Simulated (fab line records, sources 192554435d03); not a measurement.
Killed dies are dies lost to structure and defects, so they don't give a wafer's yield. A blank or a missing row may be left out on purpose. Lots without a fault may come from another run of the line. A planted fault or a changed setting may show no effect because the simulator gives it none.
Chamber matching | flow n5_finfet | N5_BEOL_M0_SAQP_ETCH_101 on rie_diel-04: 4 sister chambers
The step etches SiNx in CH3F/O2, target depth 29.9 nm, time 42.7 s. 8 wafers are shown with their chamber, then 8 later ones without.

WAFERS WITH THEIR CHAMBER
wafer  | chamber | drypump_motor_current_A (A) | throttle_valve_pct (%)
L079.6 | 2       | 5.9                         | 16.13
L081.6 | 0       | 5.3                         | 16.48
L084.2 | 2       | 5.8                         | 16.17
L084.4 | 1       | 5.4                         | 16.77
L088.2 | 3       | 6.0                         | 16.44
L088.5 | 3       | 6.0                         | 16.44
L088.6 | 0       | 5.3                         | 16.49
L089.4 | 1       | 5.4                         | 16.77

WAFERS WITHOUT THEIR CHAMBER
wafer  | drypump_motor_current_A (A) | throttle_valve_pct (%)
L089.5 | 5.3                         | 16.49
L089.6 | 5.5                         | 16.78
L091.1 | 6.0                         | 16.47
L091.3 | 5.4                         | 16.78
L091.5 | 5.8                         | 16.21
L097.1 | 5.4                         | 16.81
L097.3 | 5.3                         | 16.54
L097.5 | 5.3                         | 16.55

WHICH CHAMBER EACH WENT THROUGH
wafer  | from the rows above | in truth
L089.5 | 0                   | 0
L089.6 | 1                   | 1
L091.1 | 3                   | 3
L091.3 | 1                   | 1
L091.5 | 2                   | 2
L097.1 | 1                   | 1
L097.3 | 0                   | 0
L097.5 | 0                   | 0
Placed correctly: 8 of 8. Can't be placed from these rows: 0. Placed wrongly: 0.
How it was worked out, from the rows above alone: a wafer's distance from a chamber is the root of the sum, over the readings, of the square of ((its reading less the chamber's mean) divided by the reading's scatter). The wafer belongs to the nearest chamber; if the next one is less than 2 further off, it can't be placed. A chamber's mean is the mean of its shown wafers. The scatter: the root of (the sum of the squares of (reading less its chamber's mean) over the shown wafers, divided by (wafers less chambers)).
